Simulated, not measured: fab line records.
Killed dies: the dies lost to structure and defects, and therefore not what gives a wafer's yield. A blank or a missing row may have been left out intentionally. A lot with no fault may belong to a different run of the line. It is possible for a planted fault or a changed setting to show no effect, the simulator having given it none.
Comparing a struck lot with a sound one || flow nand harc || 21 steps out of a route of 1159
Sound: these wafers, L538.2, L538.5, L538.6. Struck: wafer L530.1. (L530.3, L530.4 of the same lot were not struck and are left out.) The cause comes at the end.
At each step with rows: each side's tool, then ch and its chambers, then its first start. Under that, the readings that differ: sound wafers || struck wafers || difference of the means || sigmas: that difference in standard deviations of wafers without a fault.
alike: readings whose means differ by less than 2 such deviations, and words and numbers that are the same on both sides. not compared: withheld readings, readings that some wafer has no value for, bounds like >300 that may hide the same value, and numbers for which the record gives no deviation and whose values overlap.
Wherever a step has rows on one side only, a row that says differs or no value, or a row with sigmas, the two part there. Numbers that have no deviation but don't overlap get no sigmas and don't part them. Lack of a reading on every wafer of one side parts them only where that side has two or more wafers.

NHARC_A_CONTACT_CMP_20: polishes, t overpolish 30 s, target thk 300 nm.
  sound on cmp-04 ch 0,1, day 22 15:53; struck on cmp-02 ch 2, day 21 14:21
  alike: motor current A, overpolish run s, time to endpoint s
next, for these wafers, 1 step has no rows: NHARC_A_CONTACT_SRD_22.
NHARC_A_CONTACT_INSPECT_23:
  sound on defect inspect-02 at day 22 16:16; struck on defect inspect-01 at day 21 14:45
  alike: raw defect count
then, 8 steps without rows for these wafers: NHARC_A_BLC_DEHYDRATE_00 (time 120 s); NHARC_A_BLC_HMDS_01 (time 30 s); NHARC_A_BLC_COAT_02 (time 75 s); NHARC_A_BLC_COAT_03 (time 65 s); NHARC_A_BLC_COAT_04 (resist thk 90 nm); NHARC_A_BLC_SOFTBAKE_05 (time 55 s); NHARC_A_BLC_EBR_06; NHARC_A_BLC_EXPOSE_07 (exposes mask A BLC, target cd 100 nm).
NHARC_A_BLC_PEB_08: peb time 65 s.
  sound on litho track-04 ch 0, day 22 16:41; struck on litho track-01 ch 0, day 21 15:11
then, 1 step without rows for these wafers: NHARC_A_BLC_DEVELOP_09 (develop time 35 s).
NHARC_A_BLC_CD_MEAS_10 targets a cd of 100 nm.
  sound on cd sem-03 ch 0, day 22 16:46; struck on cd sem-01 ch 0, day 21 15:16
{"reading": "cd nm (nm)", "sound": "99.3 99.5 100.2", "struck": 106.7, "difference": "+7.0", "sigmas": "+8"}
NHARC_A_BLC_OVL_MEAS_11:
  sound on overlay-01 at day 22 16:52; struck on overlay-02 at day 21 15:20
  alike: overlay x nm, overlay y nm
NHARC_A_BLC_INSPECT_12:
  sound on defect inspect-01 at day 22 16:53; struck on defect inspect-01 at day 21 15:23
  alike: raw defect count
NHARC_A_BLC_DESCUM_15: chemistry O2, time 3 s.
  sound on rie diel-02 ch 0,1, day 22 16:58; struck on rie diel-11 ch 1, day 21 15:26
{"reading": "model.A_BLC.cd nm (nm)", "sound": "99.16 99.8 100.2", "struck": 106.4, "difference": "+6.7", "sigmas": ""}
  alike: drypump motor current A, oes product au, rf vpp V, showerhead plenum p Torr, throttle valve pct
  not compared: rf hours counter h
NHARC_A_BLC_ETCH_16: etches the open film in CF4, target depth 39 nm, time 65 s.
  sound on rie diel-02 ch 2,3, day 22 17:09; struck on rie diel-11 ch 3, day 21 15:32
{"reading": "drypump motor current A (A)", "sound": "6.0 5.7 6.0", "struck": 5.1, "difference": -0.8, "sigmas": -2}
  alike: oes product au, rf vpp V, showerhead plenum p Torr, throttle valve pct
  not compared: rf hours counter h
NHARC_A_BLC_ETCH_17: etches the open film in N2/H2, target depth 390 nm, time 609.38 s.
  sound: rie diel-02 ch 0,2,3; struck: rie diel-11 ch 3
  alike: drypump motor current A, oes product au, rf vpp V, showerhead plenum p Torr, throttle valve pct
  not compared: rf hours counter h
NHARC_A_BLC_ETCH_18: etches the open film in C4F8/O2/Ar, target depth 910 nm.
  sound: rie diel-02 ch 0,1; struck: rie diel-11 ch 1
{"reading": "model.A_BLC.cd nm (nm)", "sound": "104.5 102.7 104.3", "struck": 105.2, "difference": "+1.4", "sigmas": ""}
  alike: oes product au, rf vpp V
  not compared: rf hours counter h
NHARC_A_BLC_CD_MEAS_19:
  sound on cd sem-02 at day 22 18:02; struck on cd sem-01 at day 21 16:26
  alike: cd nm

== WHERE THEY PART ==
First at NHARC_A_BLC_CD_MEAS_10; last, within this record, at NHARC_A_BLC_ETCH_16. Later steps at which nothing parts them and some readings are alike: NHARC_A_BLC_ETCH_17, NHARC_A_BLC_ETCH_18, NHARC_A_BLC_CD_MEAS_19.

WHY: what had been put in by the simulator
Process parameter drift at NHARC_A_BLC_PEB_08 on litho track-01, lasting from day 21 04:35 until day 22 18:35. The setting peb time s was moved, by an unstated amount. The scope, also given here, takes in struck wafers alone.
